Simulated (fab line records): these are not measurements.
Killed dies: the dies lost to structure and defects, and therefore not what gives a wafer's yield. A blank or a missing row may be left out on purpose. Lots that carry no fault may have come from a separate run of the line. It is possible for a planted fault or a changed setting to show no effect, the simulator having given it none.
Split-lot study	flow n5_finfet	21 wafers read across 7 lots, on a route 1938 steps long

THE SPLIT
At N5_BEOL_M2_ILD_DEP_00 (deposits SiOC from DEMS/O2, target thk 79 nm, time 15.3 s), the setting time_s was moved away from the recipe's 15.3 s on 10 of the 21 wafers read, by -10.8% to +13.4%. The other wafers ran this setting at the recipe's value.

The file shows no step between the split and the reading.

THE READING
Values of M2_ILD_THK in nm from N5_BEOL_M2_THK_MEAS_01. A value of 79.4 nm with a standard deviation of 1.3 nm is what fault-free wafers of this fab line usually give.

wafer	tool, chamber at the split	time_s as run, s	against the recipe	M2_ILD_THK, nm	against lot-mates on the recipe
L076.3	pecvd-04, 2	16.18	+5.8%	81.8	+4.3
L076.4	pecvd-04, 2	15.3	recipe	77.5	-
L076.5	pecvd-04, 1	16.18	+5.8%	84.8	+7.3
L077.4	pecvd-01, 1	15.3	recipe	81.1	-
L077.5	pecvd-01, 2	15.3	recipe	80.5	-
L077.6	pecvd-01, 0	15.3	recipe	80.5	-
L083.1	pecvd-04, 1	13.99	-8.6%	70.9	-7.9
L083.5	pecvd-04, 0	13.99	-8.6%	73.0	-5.8
L083.6	pecvd-04, 1	15.3	recipe	78.8	-
L085.1	pecvd-03, 0	14.16	-7.5%	73.6	-6.4
L085.2	pecvd-03, 2	15.3	recipe	80.0	-
L085.4	pecvd-03, 0	14.16	-7.5%	74.6	-5.4
L088.1	pecvd-03, 1	15.3	recipe	78.8	-
L088.2	pecvd-03, 2	15.3	recipe	80.6	-
L088.3	pecvd-03, 0	13.65	-10.8%	71.1	-8.6
L090.1	pecvd-04, 0	16.38	+7.1%	85.1	+5.9
L090.2	pecvd-04, 2	16.38	+7.1%	81.6	+2.4
L090.3	pecvd-04, 1	15.3	recipe	79.2	-
L092.1	pecvd-01, 1	15.3	recipe	79.6	-
L092.2	pecvd-01, 2	17.35	+13.4%	87.7	+8.3
L092.6	pecvd-01, 0	15.3	recipe	79.3	-

THE FIT
A straight line over all 21 wafers: M2_ILD_THK changes by +0.705 nm for each +1% of time_s; r = +0.96; the points scatter about the line by 1.3 nm.
The same after taking each lot's own level away (the mean of its wafers on the recipe; 21 wafers): +0.741 nm for each +1%; r = +0.97; scatter 1.2 nm.
The reading moves by 9.9 nm for the largest change in time_s, on that fit.
Across the lots, their own levels run from 77.50 to 80.70 nm, a range of 2.5 times the standard deviation given above.
Consequently the slope shifts little with the lot-to-lot level, the two slopes agreeing.
Check: with one of the wafers moved furthest among these (+13.4%) left out of the fit, the line predicts +10.5 nm for it against its lot-mates. It came out at +8.25 nm against them.

ADDITIONAL SPLITS CARRIED BY THESE WAFERS
Before the reading, these wafers also passed through other splits. Each is held against what the fit with the lots' levels taken away leaves over:
other split on the same wafers	wafers away from the commonest value	r with M2_ILD_THK (lot level and that fit taken away)
N5_BEOL_M1_DESCUM_33 time_s	10	-0.21

THE WHOLE CHAIN: every reading that the file lists as answering this split, in the file's order
step	what it does	reading	change (the file's fit)	r (the file's)
N5_BEOL_M2_ILD_DEP_00	deposits SiOC from DEMS/O2, target thk 79 nm, time 15.3 s	SiOC_of_BEOL_M2_ILD_DEP_00.thk_nm (the simulator's own value, which no gauge read)	+0.721 nm for each +1% of the setting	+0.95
N5_BEOL_M2_THK_MEAS_01		M2_ILD_THK	+0.723 for each +1% of the setting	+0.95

FILE'S OWN FIT
M2_ILD_THK changes by +0.723 nm for each +1% of time_s, r = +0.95.
